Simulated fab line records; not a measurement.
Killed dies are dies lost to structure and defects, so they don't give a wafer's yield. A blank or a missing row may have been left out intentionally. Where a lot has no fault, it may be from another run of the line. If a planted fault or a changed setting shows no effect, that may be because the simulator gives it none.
Chamber matching -- flow n5Finfet -- pecvd-03 running N5_BEOL_M5_ILD_DEP_00: 3 sister chambers
The step deposits SiCOH lowk from DEMS/porogen, target thk 140.64 nm, time 25.9 s. 16 wafers are shown with their chamber, then 8 later ones without.

WAFERS PAIRED WITH THEIR CHAMBERS
wafer,chamber,showerheadVppV (V),throttleValvePct (%),heaterPowerW (W)
L074.2,0,1555,12.6,334
L074.3,2,1398,13.1,219
L074.4,2,1405,13.0,230
L075.1,0,1550,12.8,341
L075.5,0,1529,12.7,338
L075.6,2,1396,13.3,239
L079.2,1,1422,14.2,377
L079.4,0,1591,12.7,296
L079.6,2,1384,13.1,229
L084.3,2,1383,13.2,257
L084.4,1,1426,14.2,423
L084.5,2,1399,12.8,258
L085.1,1,1432,13.9,406
L085.4,2,1380,13.0,268
L085.5,1,1441,14.1,412
L092.3,1,1423,14.0,389

SIGNATURES (averages over the wafers above)
reading,chamber 0,chamber 1,chamber 2,scatter within a chamber
showerheadVppV,1556.25,1428.80,1392.14,14.7
throttleValvePct,12.700,14.080,13.071,0.137
heaterPowerW,327.25,401.40,242.86,19
Rule: for each reading, subtract the chamber's mean from the wafer's reading, divide by that reading's scatter and square the result; add these up over the readings and take the root, which gives the wafer's distance from the chamber. The wafer belongs to the nearest chamber; if the next one is less than 2 further off, it can't be placed. The scatter: the root of (the sum of the squares of (reading less its chamber's mean) over the shown wafers, divided by (wafers less chambers)).

WAFERS WITH NO CHAMBER GIVEN
wafer,showerheadVppV (V),throttleValvePct (%),heaterPowerW (W)
L092.4,1450,14.2,377
L092.5,1417,13.2,217
L094.1,1558,13.0,334
L094.2,1445,14.3,402
L094.4,1410,13.2,270
L097.1,1396,13.3,232
L097.2,1566,13.1,306
L097.6,1561,12.9,305

WHICH CHAMBER EACH ONE RAN IN
wafer,from the rows above,in truth
L092.4,1,1
L092.5,2,2
L094.1,0,0
L094.2,1,1
L094.4,2,2
L097.1,2,2
L097.2,0,0
L097.6,0,0
Correct placement for 8 of the 8. Can't be placed from these rows: 0. Placed wrongly: 0.
